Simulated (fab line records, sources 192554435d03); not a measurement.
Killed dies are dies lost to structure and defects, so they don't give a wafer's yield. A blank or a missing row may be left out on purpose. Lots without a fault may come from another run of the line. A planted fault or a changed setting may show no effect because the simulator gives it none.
Chamber matching | flow n5_finfet | N5_BEOL_M15_ILD_DEP_00 on pecvd-02: 3 sister chambers
The step deposits SiO2 from TEOS/O2, target thk 1629.3 nm, time 346.1 s. 6 wafers are shown with their chamber, then 7 later ones without.

WAFERS WITH THEIR CHAMBER
wafer  | chamber | throttle_valve_pct (%) | showerhead_plenum_p_Torr (Torr)
L083.4 | 1       | 19.1                   | 8.34
L087.3 | 0       | 19.5                   | 8.36
L087.5 | 1       | 18.9                   | 8.33
L087.6 | 2       | 17.6                   | 8.32
L093.2 | 2       | 17.5                   | 8.29
L093.3 | 0       | 19.6                   | 8.34

WAFERS WITHOUT THEIR CHAMBER
wafer  | throttle_valve_pct (%) | showerhead_plenum_p_Torr (Torr)
L093.4 | 18.9                   | 8.32
L092.1 | 17.3                   | 8.31
L092.2 | 19.0                   | 8.31
L092.4 | 18.7                   | 8.33
L097.2 | 17.7                   | 8.30
L097.4 | 17.7                   | 8.29
L097.6 | 19.3                   | 8.39

WHICH CHAMBER EACH WENT THROUGH
wafer  | from the rows above     | in truth
L093.4 | 1                       | 1
L092.1 | 2                       | 2
L092.2 | 1                       | 1
L092.4 | 1                       | 1
L097.2 | 2                       | 2
L097.4 | 2                       | 2
L097.6 | can't be placed: 0 or 1 | 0
Placed correctly: 6 of 7. Can't be placed from these rows: 1 (the true chamber is among the candidates in 1). Placed wrongly: 0.
How it was worked out, from the rows above alone: a wafer's distance from a chamber is the root of the sum, over the readings, of the square of ((its reading less the chamber's mean) divided by the reading's scatter). The wafer belongs to the nearest chamber; if the next one is less than 2 further off, it can't be placed. A chamber's mean is the mean of its shown wafers. The scatter: the root of (the sum of the squares of (reading less its chamber's mean) over the shown wafers, divided by (wafers less chambers)).
